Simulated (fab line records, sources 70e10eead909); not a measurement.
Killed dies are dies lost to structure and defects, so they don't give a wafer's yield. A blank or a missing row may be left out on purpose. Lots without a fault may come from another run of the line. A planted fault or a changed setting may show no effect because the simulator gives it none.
fab line records | flow nand_harc
record lots=24 wafers=72 last_day=33
route steps=1302 shown A_CHANNEL_HOLE_D2@585 A_CHANNEL_FILL_D2@613 A_STAIRCASE@674
lots that met no fault: from a run of the same line without faults
start_h: hours from the record's first day to the start of the lot's first wafer shown | wait_h: hours since the lot's step before | " the same as in the row above | L1.1+2: a row that stands for several wafers | - no value, or no start given | * or withheld: withheld | < > ~ a bound
route shown NAME@n: a module of which the file shows steps, and the number in the route of the first | usual: mean/standard deviation of fault-free wafers | same: alike in all rows | chamber/n: place in a boat | sites: the reading at each site | _std_site: their standard deviation | _edge_site: outer sites' mean less inner sites' | radius_mm: how far each site lies from the wafer's centre | mask NAME#n: copy n | behind: the tool/chamber that last shaped the wafer | hold: why the lot was held/for how many hours/how that ended | device: the transistor (n, p or np) that didn't switch | end of line: the same wafers' tests at the end of the route | a step without rows: its recipe alone | killed: dies lost to structure and defects at the first sort, not the wafer's yield | map: a wafer's dies, x killed, . not, _ none there
set.NAME: the setting as run; set.NAME@STEP: as run at that earlier step | model.NAME: the simulator's own value behind a step, which no gauge read
steps of the route over a sample of lots; a table a step, a row a wafer
services: from which hour (start_h, from the record's first day; less than 0 if before it) a tool's chamber was out of use, for how many hours, and why
## steps
# step NHARC_A_CHANNEL_HOLE_D2_DESCUM_15
# recipe time_s=3 o2_flow_sccm=200 ar_flow_sccm=0 bias_power_w=0 chemistry=O2
# usual drypump_motor_current_A=5.6/0.47 oes_product_au=0.997/0.014 rf_vpp_V=57.8/0.94 showerhead_plenum_p_Torr=1.92/0.084 throttle_valve_pct=11.310/0.0091
# columns lot.wafer tool chamber start_h wait_h drypump_motor_current_A oes_product_au rf_hours_counter_h rf_vpp_V showerhead_plenum_p_Torr throttle_valve_pct
L074.3 rie_diel-03 0 285.73 0.1 6.2 1.009 8 58.3 1.96 11.306
L074.6 " 3 " " 5.9 0.976 - 56.9 1.88 11.313
L074.5 " 0 " " 6.2 1.008 - 58.3 1.96 11.302
L075.1 rie_diel-04 3 299.66 0.1 5.3 0.997 6 58.0 1.79 11.320
L075.2 " 1 " " 5.0 1.003 7 59.1 1.93 11.314
L075.5 " 0 " " 5.4 1.009 - 57.2 1.84 11.310
L076.1 rie_diel-03 2 311.45 0.1 5.1 0.990 0 57.2 1.86 11.306
L076.3 " 3 " " 5.9 0.985 1 58.2 1.88 11.314
L076.6 " 2 " " 5.1 0.975 - 55.5 1.86 11.296
L078.4 rie_diel-03 1 329.33 0.1 5.1 1.006 1 57.3 2.03 11.309
L078.2 " 3 " " 5.9 0.980 1 56.8 1.88 11.296
L078.5 " 1 " " 5.1 1.008 - 58.6 2.03 11.313
L077.1 rie_diel-04 1 329.38 0.1 5.0 1.000 9 57.5 1.93 11.315
L077.5 " 2 " " 5.8 0.999 - 58.2 2.04 11.311
L077.6 " 3 " " 5.2 0.994 - 57.2 1.79 11.289
L079.2 rie_diel-01 2 332.98 0.1 5.7 1.014 9 57.2 2.03 11.307
L079.3 " 3 " " 5.9 1.004 8 56.8 1.90 11.308
L079.5 " 2 " " 5.7 1.019 - 59.1 2.03 11.299
L080.4 rie_diel-01 2 349.13 0.1 5.8 1.029 11 56.9 2.03 11.320
L080.5 " 2 " " 5.7 1.022 - 58.6 2.03 11.314
L080.6 " 3 " " 5.9 1.009 - 57.0 1.90 11.316
L081.1 rie_diel-04 0 372.07 0.1 5.4 1.030 0 56.6 1.84 11.317
L081.2 " 1 " " 5.0 1.003 0 57.0 1.93 11.318
L081.3 " 3 " " 5.3 0.979 0 57.3 1.79 11.300
L082.4 rie_diel-01 0 372.25 0.1 6.4 0.988 12 56.9 1.83 11.319
L082.6 " 1 " " 6.0 1.003 - 58.2 2.00 11.322
L082.5 " 2 " " 5.7 1.011 - 58.4 2.03 11.326
L083.3 rie_diel-03 1 389.00 0.1 5.0 0.993 3 57.8 2.03 11.309
L083.6 " 1 " " 5.0 0.994 - 57.7 2.03 11.312
L083.5 " 2 " " 5.1 0.995 - 56.2 1.86 11.331
L084.3 rie_diel-03 2 390.75 0.1 5.1 0.989 5 56.9 1.86 11.308
L084.2 " 3 " " 5.9 0.990 5 59.7 1.88 11.308
L084.6 " 1 " " 5.1 0.991 - 58.4 2.03 11.309
L085.4 rie_diel-03 0 399.89 0.1 6.1 0.991 5 58.8 1.96 11.315
L085.1 " 3 " " 5.9 0.990 6 58.3 1.88 11.316
L085.6 " 1 " " 5.1 0.999 - 58.6 2.03 11.321
L086.1 rie_diel-03 0 406.68 0.1 6.1 0.991 6 58.4 1.96 11.317
L086.2 " 1 " " 5.1 0.995 5 58.5 2.03 11.309
L086.6 " 3 " " 5.9 0.990 - 59.6 1.88 11.314
L088.1 rie_diel-01 0 434.72 0.1 6.4 0.987 1 58.3 1.83 11.308
L088.2 " 1 " " 6.0 0.997 1 58.8 2.00 11.300
L088.4 " 3 " " 5.9 1.023 1 57.9 1.90 11.320
L087.1 rie_diel-04 0 436.31 0.1 5.4 1.023 5 58.3 1.84 11.295
L087.4 " 1 " " 5.0 0.994 4 57.0 1.93 11.321
L087.3 " 2 " " 5.8 0.983 3 57.3 2.04 11.299
L089.2 rie_diel-01 0 448.10 0.1 6.3 0.997 2 58.2 1.83 11.314
L089.3 " 2 " " 5.7 1.012 3 59.2 2.03 11.299
L089.6 " 0 " " 6.4 0.996 - 56.6 1.83 11.300
L091.1 rie_diel-04 3 449.18 0.1 5.2 0.989 6 57.4 1.78 11.302
L091.4 " 1 " " 5.0 1.003 6 58.5 1.93 11.318
L091.6 " 2 " " 5.8 0.994 - 58.1 2.04 11.321
L090.3 rie_diel-03 2 450.00 0.1 5.1 0.984 8 57.1 1.86 11.301
L090.5 " 3 " " 5.9 0.980 - 56.7 1.88 11.301
L090.6 " 0 " " 6.1 0.990 - 57.7 1.96 11.305
L092.3 rie_diel-01 0 469.56 0.1 6.4 0.988 3 57.9 1.82 11.300
L092.2 " 1 " " 6.0 0.985 3 57.5 2.00 11.294
L092.5 " 1 " " 6.0 0.982 - 58.8 2.00 11.322
L093.4 rie_diel-03 3 478.24 0.1 5.9 0.991 0 59.5 1.88 11.302
L093.1 " 0 " " 6.2 1.006 0 57.3 1.96 11.300
L093.5 " 1 " " 5.1 0.995 - 58.2 2.03 11.325
L094.3 rie_diel-01 3 489.43 0.1 5.8 1.019 4 58.6 1.89 11.318
L094.1 " 1 " " 6.0 0.981 4 57.4 2.00 11.289
L094.5 " 0 " " 6.4 0.986 - 57.2 1.82 11.311
L096.1 rie_diel-04 1 502.87 0.1 5.0 0.994 9 59.2 1.93 11.311
L096.4 " 0 " " 5.3 1.021 10 57.3 1.83 11.320
L096.5 " 2 " " 5.8 0.993 - 58.6 2.04 11.304
L095.4 rie_diel-01 0 503.81 0.1 6.4 0.983 5 58.0 1.82 11.312
L095.2 " 1 " " 6.0 0.989 5 57.5 2.00 11.314
L095.5 " 0 " " 6.4 0.973 - 58.0 1.82 11.295
L097.3 rie_diel-03 1 527.47 0.1 5.1 0.985 2 58.5 2.03 11.300
L097.2 " 2 " " 5.1 0.998 2 58.6 1.85 11.309
L097.6 " 0 " " 6.2 0.991 - 56.5 1.96 11.321
# step NHARC_A_CHANNEL_HOLE_D2_CD_MEAS_18
# usual cd_nm=100/3.9
# columns lot.wafer tool chamber start_h wait_h cd_nm
L074.3 cd_sem-03 - 286.83 - 101
L074.5 " - " " 102
L074.6 " - " " 105
L075.1 cd_sem-03 - 300.77 - 102
L075.2 " - " " 103
L075.5 " - " " 93
L076.1 cd_sem-02 - 312.55 - 105
L076.3 " - " " 94
L076.6 " - " " 103
L078.2 cd_sem-01 - 330.44 - 93
L078.4 " - " " 98
L078.5 " - " " 97
L077.1 cd_sem-02 - 330.47 - 100
L077.5 " - " " 100
L077.6 " - " " 99
L079.2 cd_sem-03 - 334.29 - 99
L079.3 " - " " 99
L079.5 " - " " 98
L080.4 cd_sem-03 - 350.24 - 100
L080.5 " - " " 98
L080.6 " - " " 95
L081.1 cd_sem-03 - 373.18 - 100
L081.2 " - " " 92
L081.3 " - " " 99
L082.4 cd_sem-01 - 373.35 - 99
L082.5 " - " " 97
L082.6 " - " " 100
L083.3 cd_sem-01 - 390.14 - 102
L083.5 " - " " 94
L083.6 " - " " 108
L084.2 cd_sem-01 - 391.85 - 97
L084.3 " - " " 94
L084.6 " - " " 92
L085.1 cd_sem-02 - 401.00 - 97
L085.4 " - " " 97
L085.6 " - " " 94
L086.1 cd_sem-03 - 407.79 - 102
L086.2 " - " " 92
L086.6 " - " " 94
L088.1 cd_sem-02 - 435.83 - 102
L088.2 " - " " 101
L088.4 " - " " 106
L087.1 cd_sem-02 - 437.40 - 99
L087.3 " - " " 101
L087.4 " - " " 104
L089.2 cd_sem-01 - 449.19 - 103
L089.3 " - " " 103
L089.6 " - " " 102
L091.1 cd_sem-02 - 450.27 - 101
L091.4 " - " " 97
L091.6 " - " " 94
L090.3 cd_sem-03 - 451.08 - 97
L090.5 " - " " 92
L090.6 " - " " 105
L092.2 cd_sem-02 - 470.68 - 103
L092.3 " - " " 97
L092.5 " - " " 104
L093.1 cd_sem-03 - 479.33 - 99
L093.4 " - " " 95
L093.5 " - " " 96
L094.1 cd_sem-02 - 490.53 - 96
L094.3 " - " " 103
L094.5 " - " " 101
L096.1 cd_sem-03 - 503.97 - 101
L096.4 " - " " 105
L096.5 " - " " 99
L095.2 cd_sem-01 - 504.90 - 104
L095.4 " - " " 98
L095.5 " - " " 102
L097.2 cd_sem-01 - 528.57 - 93
L097.3 " - " " 93
L097.6 " - " " 99
# step NHARC_A_CHANNEL_HOLE_D2_ETCH_20
# recipe bias_v=3000 source_w=withheld pressure_mtorr=20 time_s=361.9 ar_flow_sccm=375 c4f8_flow_sccm=89.3 o2_flow_sccm=35.7 temp_c=-20 target_depth_a=16000 chemistry=C4F8/O2/Ar
# usual c4f8_flow_sccm=89.29/0.25 drypump_motor_current_A=5.42/0.18 showerhead_plenum_p_Torr=3.66/0.1 throttle_valve_pct=32.155/0.0093
# columns lot.wafer tool chamber start_h wait_h c4f8_flow_sccm drypump_motor_current_A rf_hours_counter_h showerhead_plenum_p_Torr throttle_valve_pct
L074.3 har_etch-02 0 287.50 0.2 89.63 5.26 - 3.57 32.147
L074.5 " 0 " " 89.55 5.21 - 3.57 32.139
L074.6 " 1 " " 89.11 5.26 - 3.74 32.166
L075.1 har_etch-02 0 300.96 0.1 89.41 5.26 370 3.57 32.155
L075.2 " 1 " " 89.45 5.26 354 3.73 32.162
L075.5 " 1 " " 89.42 5.26 - 3.73 32.166
L076.1 har_etch-02 0 312.79 0.1 89.56 5.27 373 3.56 32.153
L076.3 " 0 " " 89.48 5.29 - 3.56 32.155
L076.6 " 0 " " 89.07 5.28 - 3.56 32.152
L078.2 har_etch-02 1 331.49 0.1 89.02 5.26 370 3.73 32.156
L078.4 " 1 " " 89.32 5.25 - 3.73 32.145
L078.5 " 1 " " 88.82 5.25 - 3.73 32.138
L077.1 har_etch-01 0 332.34 0.1 88.84 5.70 172 3.69 32.147
L077.6 " 1 " " 89.24 5.40 - 3.60 32.151
L077.5 " 0 " " 89.33 5.70 - 3.69 32.159
L079.2 har_etch-01 1 336.47 0.1 89.29 5.42 176 3.60 32.156
L079.3 " 0 " " 89.58 5.69 - 3.69 32.153
L079.5 " 0 " " 89.38 5.71 - 3.69 32.164
L080.4 har_etch-02 0 352.51 0.2 89.11 5.27 - 3.55 32.145
L080.5 " 1 " " 89.65 5.26 - 3.72 32.155
L080.6 " 0 " " 89.46 5.28 - 3.55 32.174
L081.2 har_etch-01 1 375.32 0.1 89.12 5.41 195 3.59 32.163
L081.1 " 0 " " 89.45 5.71 195 3.68 32.173
L081.3 " 1 " " 89.50 5.43 - 3.59 32.169
L082.4 har_etch-02 0 375.64 0.2 89.30 5.32 - 3.54 32.162
L082.5 " 1 " " 89.16 5.28 - 3.71 32.164
L082.6 " 0 " " 89.17 5.27 - 3.54 32.151
L083.3 har_etch-01 0 394.28 0.2 89.18 5.68 - 3.67 32.134
L083.6 " 1 " " 89.12 5.41 - 3.58 32.154
L083.5 " 0 " " 89.20 5.68 - 3.67 32.168
L084.2 har_etch-01 0 398.28 0.1 89.18 5.69 210 3.67 32.154
L084.3 " 0 " " 88.92 5.69 - 3.67 32.145
L084.6 " 1 " " 89.15 5.38 - 3.58 32.150
L085.1 har_etch-02 1 404.64 0.1 89.02 5.27 8 3.70 32.141
L085.4 " 1 " " 89.40 5.26 - 3.70 32.160
L085.6 " 0 " " 89.46 5.27 - 3.93 32.152
L086.1 har_etch-01 1 410.43 0.1 89.45 5.40 222 3.58 32.153
L086.2 " 0 " " 89.40 5.69 222 3.66 32.142
L086.6 " 1 " " 89.61 5.40 - 3.58 32.151
L088.2 har_etch-01 0 436.01 0.1 89.44 5.73 229 3.66 32.147
L088.1 " 1 " " 89.24 5.36 229 3.57 32.146
L088.4 " 0 " " 89.34 5.72 - 3.66 32.170
L087.1 har_etch-02 0 437.58 0.1 90.02 5.31 26 3.92 32.163
L087.4 " 0 " " 89.43 5.27 - 3.92 32.135
L087.3 " 1 " " 88.97 5.26 - 3.69 32.155
L089.2 har_etch-01 1 449.37 0.1 88.31 5.39 241 3.57 32.152
L089.3 " 0 " " 89.45 5.71 - 3.65 32.146
L089.6 " 1 " " 88.77 5.42 - 3.57 32.136
L091.1 har_etch-02 0 450.45 0.1 89.18 5.30 38 3.91 32.166
L091.4 " 1 " " 89.52 5.26 - 3.69 32.148
L091.6 " 0 " " 88.85 5.27 - 3.91 32.155
L090.3 har_etch-01 1 453.65 0.2 89.31 5.40 - 3.56 32.157
L090.5 " 1 " " 89.35 5.40 - 3.56 32.173
L090.6 " 0 " " 89.03 5.69 - 3.65 32.143
L092.2 har_etch-01 1 470.86 0.1 89.21 5.41 256 3.56 32.148
L092.3 " 0 " " 89.31 5.64 - 3.64 32.158
L092.5 " 1 " " 89.09 5.42 - 3.56 32.159
L093.1 har_etch-02 1 479.57 0.1 89.12 5.27 53 3.68 32.156
L093.4 " 0 " " 89.01 5.29 - 3.90 32.149
L093.5 " 1 " " 89.40 5.27 - 3.68 32.158
L094.1 har_etch-01 0 490.77 0.1 89.41 5.70 264 3.64 32.155
L094.3 " 0 " " 89.26 5.71 - 3.64 32.156
L094.5 " 1 " " 89.62 5.41 - 3.55 32.159
L096.1 har_etch-01 1 504.21 0.1 89.32 5.42 272 3.55 32.159
L096.4 " 1 " " 89.00 5.40 - 3.55 32.144
L096.5 " 0 " " 89.29 5.67 - 3.63 32.172
L095.2 har_etch-02 0 505.14 0.1 89.72 5.29 68 3.89 32.152
L095.4 " 1 " " 89.46 5.28 - 3.67 32.173
L095.5 " 1 " " 89.44 5.28 - 3.67 32.173
L097.2 har_etch-01 1 529.31 0.1 88.92 5.43 287 3.54 32.150
L097.3 " 0 " " 89.78 5.69 - 3.63 32.156
L097.6 " 1 " " 89.13 5.43 - 3.54 32.142
# step NHARC_A_CHANNEL_HOLE_D2_ETCH_22
# recipe bias_v=3000 source_w=withheld pressure_mtorr=20 time_s=666.7 ar_flow_sccm=375 c4f8_flow_sccm=89.3 o2_flow_sccm=35.7 temp_c=-20 target_depth_a=16000 chemistry=C4F8/O2/Ar
# usual c4f8_flow_sccm=89.31/0.25 drypump_motor_current_A=5.42/0.18 showerhead_plenum_p_Torr=3.66/0.1 throttle_valve_pct=32.155/0.0092
# columns lot.wafer tool chamber start_h wait_h c4f8_flow_sccm drypump_motor_current_A rf_hours_counter_h showerhead_plenum_p_Torr throttle_valve_pct
L074.3 har_etch-02 0 288.34 0.4 89.63 5.27 - 3.57 32.157
L074.5 " 0 " " 89.32 5.23 - 3.57 32.166
L074.6 " 1 " " 89.30 5.27 - 3.74 32.142
L075.1 har_etch-02 0 301.71 0.4 89.18 5.27 370 3.57 32.166
L075.2 " 1 " " 89.79 5.27 355 3.73 32.160
L075.5 " 1 " " 89.07 5.28 - 3.73 32.145
L076.1 har_etch-02 0 313.59 0.4 89.29 5.26 374 3.56 32.155
L076.3 " 0 " " 89.20 5.27 - 3.56 32.147
L076.6 " 0 " " 88.85 5.27 - 3.56 32.161
L078.2 har_etch-02 1 332.28 0.4 89.00 5.27 371 3.73 32.145
L078.4 " 1 " " 89.32 5.26 - 3.73 32.145
L078.5 " 1 " " 89.12 5.26 - 3.73 32.145
L077.1 har_etch-01 0 333.13 0.4 89.46 5.69 173 3.69 32.145
L077.6 " 1 " " 89.47 5.43 - 3.60 32.151
L077.5 " 0 " " 89.42 5.71 - 3.69 32.152
L079.2 har_etch-01 1 337.22 0.4 89.12 5.40 177 3.60 32.142
L079.3 " 0 " " 89.31 5.66 - 3.69 32.169
L079.5 " 0 " " 89.07 5.69 - 3.69 32.146
L080.4 har_etch-02 0 353.40 0.4 89.54 5.29 - 3.55 32.144
L080.5 " 1 " " 88.95 5.28 - 3.72 32.157
L080.6 " 0 " " 89.25 5.28 - 3.55 32.149
L081.2 har_etch-01 1 376.07 0.4 89.32 5.39 196 3.59 32.158
L081.1 " 0 " " 89.64 5.69 196 3.68 32.148
L081.3 " 1 " " 89.54 5.40 - 3.59 32.150
L082.4 har_etch-02 0 376.53 0.4 89.32 5.24 - 3.54 32.141
L082.5 " 1 " " 89.21 5.27 - 3.71 32.149
L082.6 " 0 " " 89.40 5.24 - 3.54 32.151
L083.3 har_etch-01 0 395.16 0.4 89.16 5.70 - 3.67 32.146
L083.6 " 1 " " 89.17 5.37 - 3.58 32.160
L083.5 " 0 " " 89.41 5.70 - 3.67 32.152
L084.2 har_etch-01 0 399.04 0.4 89.56 5.69 211 3.67 32.145
L084.3 " 0 " " 89.52 5.69 - 3.67 32.171
L084.6 " 1 " " 89.32 5.40 - 3.58 32.151
L085.1 har_etch-02 1 405.39 0.4 88.84 5.27 8 3.70 32.158
L085.4 " 1 " " 89.27 5.26 - 3.70 32.150
L085.6 " 0 " " 89.64 5.24 - 3.93 32.155
L086.1 har_etch-01 1 411.20 0.4 89.33 5.37 222 3.58 32.134
L086.2 " 0 " " 89.20 5.70 222 3.66 32.164
L086.6 " 1 " " 89.52 5.39 - 3.58 32.145
L088.2 har_etch-01 0 436.78 0.4 89.22 5.71 230 3.66 32.151
L088.1 " 1 " " 89.57 5.41 230 3.57 32.151
L088.4 " 0 " " 89.31 5.69 - 3.66 32.138
L087.1 har_etch-02 0 438.34 0.4 89.01 5.30 27 3.92 32.167
L087.4 " 0 " " 89.43 5.28 - 3.92 32.155
L087.3 " 1 " " 89.32 5.26 - 3.69 32.158
L089.2 har_etch-01 1 450.13 0.4 89.16 5.41 242 3.57 32.146
L089.3 " 0 " " 89.65 5.71 - 3.65 32.147
L089.6 " 1 " " 89.11 5.39 - 3.57 32.167
L091.1 har_etch-02 0 451.21 0.4 88.80 5.25 39 3.91 32.162
L091.4 " 1 " " 89.53 5.25 - 3.69 32.162
L091.6 " 0 " " 88.89 5.24 - 3.91 32.168
L090.3 har_etch-01 1 454.49 0.4 89.39 5.41 - 3.56 32.141
L090.5 " 1 " " 89.00 5.40 - 3.56 32.172
L090.6 " 0 " " 89.33 5.69 - 3.65 32.154
L092.2 har_etch-01 1 471.61 0.4 89.53 5.38 257 3.56 32.147
L092.3 " 0 " " 89.32 5.69 - 3.64 32.141
L092.5 " 1 " " 89.89 5.40 - 3.56 32.164
L093.1 har_etch-02 1 480.37 0.4 89.36 5.27 54 3.68 32.156
L093.4 " 0 " " 89.22 5.27 - 3.90 32.169
L093.5 " 1 " " 89.20 5.27 - 3.68 32.157
L094.1 har_etch-01 0 491.57 0.4 89.51 5.70 265 3.64 32.172
L094.3 " 0 " " 89.84 5.71 - 3.64 32.166
L094.5 " 1 " " 89.37 5.42 - 3.55 32.161
L096.1 har_etch-01 1 505.01 0.4 89.37 5.41 272 3.55 32.156
L096.4 " 1 " " 89.10 5.41 - 3.55 32.153
L096.5 " 0 " " 89.48 5.71 - 3.63 32.161
L095.2 har_etch-02 0 505.93 0.4 89.51 5.27 69 3.89 32.174
L095.4 " 1 " " 89.67 5.26 - 3.67 32.161
L095.5 " 1 " " 89.16 5.26 - 3.67 32.173
L097.2 har_etch-01 1 530.06 0.4 89.78 5.43 288 3.54 32.143
L097.3 " 0 " " 89.19 5.71 - 3.63 32.143
L097.6 " 1 " " 89.23 5.41 - 3.54 32.161
# step NHARC_A_CHANNEL_FILL_D2_ALD_03
# recipe target_thk_a=60 pulse_time_s=60 ald_cycles=58 temp_c=630 pressure_torr=2 material=SiNx
# usual precursor_pulse_height_rel=1.001/0.021
# columns lot.wafer tool chamber start_h wait_h precursor_pulse_height_rel
L074.3 ald_sin_batch-01 0 - - 0.982
L074.5 " 0 " " 1.020
L074.6 " 0 " " 0.991
L075.1 ald_sin_batch-01 0 - - 0.997
L075.2 " 0 " " 0.994
L075.5 " 0 " " 1.030
L076.1 ald_sin_batch-01 0 - - 0.999
L076.3 " 0 " " 1.040
L076.6 " 0 " " 1.014
L077.1 ald_sin_batch-02 0 - - 1.053
L077.5 " 0 " " 1.012
L077.6 " 0 " " 0.984
L078.2 ald_sin_batch-02 0 - - 1.017
L078.4 " 0 " " 1.028
L078.5 " 0 " " 1.033
L079.2 ald_sin_batch-02 0 - - 1.030
L079.3 " 0 " " 1.039
L079.5 " 0 " " 0.998
L080.4 ald_sin_batch-01 0 - - 0.969
L080.5 " 0 " " 0.997
L080.6 " 0 " " 0.990
L081.1 ald_sin_batch-03 0 - - 0.989
L081.2 " 0 " " 1.009
L081.3 " 0 " " 1.003
L082.4 ald_sin_batch-03 0 - - 0.990
L082.5 " 0 " " 1.018
L082.6 " 0 " " 1.036
L083.3 ald_sin_batch-02 0 - - 1.004
L083.5 " 0 " " 0.992
L083.6 " 0 " " 0.994
L084.2 ald_sin_batch-01 0 - - 1.019
L084.3 " 0 " " 0.978
L084.6 " 0 " " 0.999
L085.1 ald_sin_batch-01 0 - - 0.993
L085.4 " 0 " " 1.047
L085.6 " 0 " " 0.967
L086.1 ald_sin_batch-01 0 - - 1.011
L086.2 " 0 " " 1.005
L086.6 " 0 " " 0.985
L087.1 ald_sin_batch-02 0 - - 1.000
L087.3 " 0 " " 1.004
L087.4 " 0 " " 0.980
L088.1 ald_sin_batch-02 0 - - 1.045
L088.2 " 0 " " 0.990
L088.4 " 0 " " 0.961
L089.2 ald_sin_batch-01 0 - - 0.993
L089.3 " 0 " " 0.996
L089.6 " 0 " " 0.976
L091.1 ald_sin_batch-01 0 - - 1.009
L091.4 " 0 " " 1.003
L091.6 " 0 " " 0.995
L090.3 ald_sin_batch-01 0 - - 1.010
L090.5 " 0 " " 1.016
L090.6 " 0 " " 0.990
L092.2 ald_sin_batch-01 0 - - 1.036
L092.3 " 0 " " 1.038
L092.5 " 0 " " 0.974
L093.1 ald_sin_batch-03 0 - - 1.016
L093.4 " 0 " " 1.006
L093.5 " 0 " " 1.024
L094.1 ald_sin_batch-01 0 - - 1.013
L094.3 " 0 " " 1.016
L094.5 " 0 " " 1.003
L095.2 ald_sin_batch-02 0 - - 0.997
L095.4 " 0 " " 0.989
L095.5 " 0 " " 0.978
L096.1 ald_sin_batch-02 0 - - 0.983
L096.4 " 0 " " 0.981
L096.5 " 0 " " 1.021
L097.2 ald_sin_batch-01 0 - - 0.983
L097.3 " 0 " " 1.037
L097.6 " 0 " " 1.003
# step NHARC_A_STAIRCASE_TRIM_18
# recipe time_s=211.2 o2_flow_sccm=500 ar_flow_sccm=0 bias_w=0 chemistry=O2
# usual drypump_motor_current_A=5.7/0.35 oes_product_au=1.002/0.011 rf_vpp_V=57.8/0.9 showerhead_plenum_p_Torr=3.51/0.14 throttle_valve_pct=17.037/0.0081
# columns lot.wafer tool chamber start_h wait_h drypump_motor_current_A oes_product_au rf_hours_counter_h rf_vpp_V showerhead_plenum_p_Torr throttle_valve_pct
L074.3 rie_diel-12 1 - - 5.5 0.996 23 58.4 3.37 17.035
L074.6 " 3 " " 5.0 1.004 - 56.7 3.56 17.039
L074.5 " 0 " " 5.6 1.017 - 57.1 3.58 17.038
L075.2 rie_diel-12 0 - - 5.6 0.998 28 57.4 3.58 17.040
L075.1 " 1 " " 5.5 0.988 29 57.2 3.37 17.030
L075.5 " 3 " " 5.1 1.010 - 57.6 3.56 17.046
L076.1 rie_diel-02 2 - - 5.7 0.998 47 57.5 3.34 17.024
L076.3 " 1 " " 6.0 1.009 50 57.2 3.57 17.049
L076.6 " 2 " " 5.7 1.008 - 58.0 3.34 17.015
L078.2 rie_diel-12 0 - - 5.6 0.999 38 58.9 3.57 17.036
L078.4 " 2 " " 6.0 0.980 44 58.8 3.78 17.040
L078.5 " 0 " " 5.6 1.007 - 57.2 3.57 17.048
L077.1 rie_diel-09 2 - - 5.8 1.015 20 56.8 3.66 17.030
L077.6 " 2 " " 5.7 1.019 - 58.3 3.66 17.033
L077.5 " 3 " " 5.9 0.994 - 56.6 3.36 17.032
L079.2 rie_diel-02 0 - - 6.1 0.997 58 58.4 3.51 17.029
L079.3 " 1 " " 6.0 1.010 57 58.4 3.57 17.045
L079.5 " 3 " " 5.2 1.010 - 57.3 3.34 17.038
L080.4 rie_diel-12 3 - - 5.1 1.026 47 57.6 3.55 17.038
L080.5 " 3 " " 5.1 1.013 - 57.0 3.55 17.031
L080.6 " 0 " " 5.6 1.011 - 57.2 3.57 17.036
L081.1 rie_diel-12 2 - - 6.0 0.976 58 58.9 3.77 17.046
L081.2 " 3 " " 5.1 1.013 52 56.8 3.55 17.032
L081.3 " 0 " " 5.6 0.999 52 57.5 3.56 17.028
L082.4 rie_diel-02 2 - - 5.7 0.995 - 57.1 3.33 17.040
L082.5 " 3 " " 5.2 1.007 - 56.2 3.33 17.036
L082.6 " 1 " " 6.0 0.997 - 57.4 3.56 17.031
L083.3 rie_diel-02 1 - - 6.0 0.994 17 59.1 3.56 17.039
L083.6 " 1 " " 6.0 0.996 - 58.6 3.56 17.043
L083.5 " 2 " " 5.7 0.991 - 56.5 3.33 17.050
L084.3 rie_diel-09 3 - - 5.9 1.010 41 57.0 3.35 17.041
L084.2 " 0 " " 5.2 1.002 41 58.4 3.48 17.032
L084.6 " 2 " " 5.7 1.023 - 58.3 3.65 17.039
L085.1 rie_diel-09 1 - - 6.2 1.000 38 58.2 3.62 17.026
L085.4 " 2 " " 5.7 1.020 46 57.5 3.65 17.044
L085.6 " 3 " " 5.9 1.009 - 57.1 3.35 17.025
L086.1 rie_diel-09 1 - - 6.2 1.012 42 58.6 3.62 17.031
L086.2 " 2 " " 5.7 1.016 50 59.0 3.64 17.046
L086.6 " 1 " " 6.2 1.018 - 59.8 3.62 17.045
L088.4 rie_diel-09 0 - - 5.2 1.000 56 58.7 3.48 17.035
L088.1 " 1 " " 6.2 1.009 48 57.3 3.62 17.030
L088.2 " 2 " " 5.7 1.000 55 57.8 3.64 17.051
L087.1 rie_diel-12 2 - - 6.0 0.976 17 58.0 3.76 17.029
L087.3 " 3 " " 5.1 0.997 14 58.7 3.54 17.035
L087.4 " 2 " " 6.0 0.981 - 56.0 3.76 17.039
L089.2 rie_diel-12 2 - - 6.0 0.994 21 58.6 3.76 17.025
L089.3 " 1 " " 5.5 0.992 18 58.5 3.34 17.039
L089.6 " 3 " " 5.1 1.021 - 58.6 3.53 17.025
L091.4 rie_diel-02 0 - - 6.1 1.000 29 57.6 3.50 17.043
L091.1 " 2 " " 5.7 0.998 30 58.7 3.32 17.023
L091.6 " 3 " " 5.2 1.007 - 56.3 3.32 17.029
L090.3 rie_diel-02 1 - - 6.0 1.007 38 58.2 3.54 17.042
L090.5 " 0 " " 6.1 0.995 - 57.1 3.50 17.053
L090.6 " 1 " " 6.0 1.014 - 58.1 3.54 17.041
L092.3 rie_diel-12 2 - - 6.0 0.986 28 58.0 3.75 17.048
L092.2 " 1 " " 5.5 0.996 26 57.0 3.34 17.019
L092.5 " 3 " " 5.1 1.014 - 57.7 3.53 17.033
L093.4 rie_diel-09 0 - - 5.2 0.999 13 56.1 3.47 17.041
L093.1 " 2 " " 5.7 0.994 11 58.6 3.63 17.046
L093.5 " 1 " " 6.2 1.006 - 58.4 3.61 17.038
L094.3 rie_diel-09 2 - - 5.7 0.992 13 58.7 3.63 17.042
L094.1 " 3 " " 5.9 1.014 12 57.8 3.34 17.031
L094.5 " 0 " " 5.2 0.993 - 56.5 3.47 17.034
L095.2 rie_diel-12 3 - - 5.1 1.007 40 57.0 3.52 17.041
L095.4 " 2 " " 6.0 0.989 39 58.8 3.75 17.025
L095.5 " 0 " " 5.6 1.003 - 57.1 3.54 17.057
L096.4 rie_diel-12 2 - - 6.0 0.993 39 58.6 3.75 17.038
L096.1 " 0 " " 5.6 1.011 39 58.5 3.54 17.034
L096.5 " 2 " " 6.0 1.000 - 59.5 3.75 17.046
L097.3 rie_diel-09 1 - - 6.2 1.012 23 58.4 3.60 17.041
L097.2 " 2 " " 5.7 1.005 22 58.0 3.63 17.038
L097.6 " 2 " " 5.7 0.991 - 58.7 3.63 17.039
## services
# columns tool chamber start_h hours kind
ald_sin_batch-02 - 266.00 26.0 pm
rie_diel-12 0 268.99 3.2 repair
rie_diel-12 - 269.15 9.0 pm
rie_diel-03 - 288.12 9.0 pm
rie_diel-12 1 298.71 3.9 repair
rie_diel-12 - 317.28 0.4 repair
rie_diel-09 - 322.27 9.0 pm
rie_diel-01 1 326.90 7.0 repair
rie_diel-03 1 331.50 14.4 repair
rie_diel-09 1 362.60 6.4 repair
har_etch-02 - 379.55 17.0 pm
rie_diel-01 - 380.80 9.0 pm
rie_diel-09 - 382.34 0.5 repair
rie_diel-03 - 391.97 0.4 repair
rie_diel-01 2 393.69 4.6 repair
rie_diel-03 2 411.33 8.8 repair
rie_diel-03 0 414.26 4.5 repair
rie_diel-03 0 419.33 10.2 repair
rie_diel-12 1 434.40 1.4 repair
rie_diel-12 - 446.70 9.0 pm
rie_diel-03 - 465.17 9.0 pm
rie_diel-03 2 481.96 8.5 repair
ald_sin_batch-01 - 506.00 26.0 pm
har_etch-02 - 540.37 7.6 repair
## key
fault none
